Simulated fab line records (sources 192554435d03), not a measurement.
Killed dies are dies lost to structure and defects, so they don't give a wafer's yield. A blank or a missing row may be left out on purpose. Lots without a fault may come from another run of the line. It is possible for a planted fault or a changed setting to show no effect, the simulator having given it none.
Matching of chambers | flow n5-finfet | N5_BEOL_M11_DESCUM_33 on rie-diel-03: 4 sister chambers
The step chemistry O2, time 7.9 s. 14 wafers are shown with their chamber, then 7 later ones without.

EACH WAFER AND ITS CHAMBER
wafer  | chamber | drypump-motor-current-A (A) | throttle-valve-pct (%) | oes-product-au (a.u.)
L079.1 | 1       | 4.9                         | 20.4                   | 0.89
L079.3 | 3       | 5.8                         | 20.3                   | 0.86
L079.5 | 0       | 5.7                         | 21.1                   | 0.69
L080.4 | 2       | 6.0                         | 20.4                   | 0.69
L080.5 | 3       | 5.9                         | 20.3                   | 0.85
L080.6 | 2       | 5.9                         | 20.4                   | 0.68
L082.3 | 1       | 4.9                         | 20.4                   | 0.89
L082.4 | 0       | 5.8                         | 21.1                   | 0.69
L082.6 | 0       | 5.8                         | 21.1                   | 0.69
L087.1 | 0       | 5.8                         | 21.1                   | 0.68
L087.2 | 1       | 4.9                         | 20.4                   | 0.86
L087.5 | 3       | 5.9                         | 20.3                   | 0.83
L090.1 | 2       | 6.0                         | 20.1                   | 0.97
L090.4 | 0       | 5.8                         | 21.1                   | 0.68

SIGNATURES (means of the wafers above)
reading                 | chamber 0 | chamber 1 | chamber 2 | chamber 3 | scatter within a chamber
drypump-motor-current-A | 5.780     | 4.900     | 5.967     | 5.867     | 0.0462
throttle-valve-pct      | 21.100    | 20.400    | 20.300    | 20.300    | 0.0775
oes-product-au          | 0.6860    | 0.8800    | 0.7800    | 0.8467    | 0.0744
Rule: distance of a wafer from a chamber = root of the sum over the readings of ((wafer's reading minus chamber's mean) / reading's scatter) squared. The wafer belongs to the nearest chamber; if the next one is less than 2 further off, it can't be placed. The scatter: the root of (the sum of the squares of (reading less its chamber's mean) over the shown wafers, divided by (wafers less chambers)).

WAFERS WITH NO CHAMBER GIVEN
wafer  | drypump-motor-current-A (A) | throttle-valve-pct (%) | oes-product-au (a.u.)
L090.5 | 5.9                         | 20.4                   | 0.83
L094.2 | 5.8                         | 21.1                   | 0.67
L094.3 | 4.9                         | 20.4                   | 0.85
L094.4 | 5.9                         | 20.4                   | 0.82
L095.3 | 6.0                         | 20.1                   | 0.92
L095.5 | 5.9                         | 20.4                   | 0.82
L095.6 | 5.8                         | 21.1                   | 0.67

THE CHAMBER EACH PASSED THROUGH
wafer  | from the rows above     | in truth
L090.5 | can't be placed: 3 or 2 | 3
L094.2 | 0                       | 0
L094.3 | 1                       | 1
L094.4 | can't be placed: 3 or 2 | 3
L095.3 | can't be placed: 2 or 3 | 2
L095.5 | can't be placed: 3 or 2 | 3
L095.6 | 0                       | 0
Correct placement for 3 of the 7. Can't be placed from these rows: 4 (the true chamber is among the candidates in 4). Wrongly placed: 0.
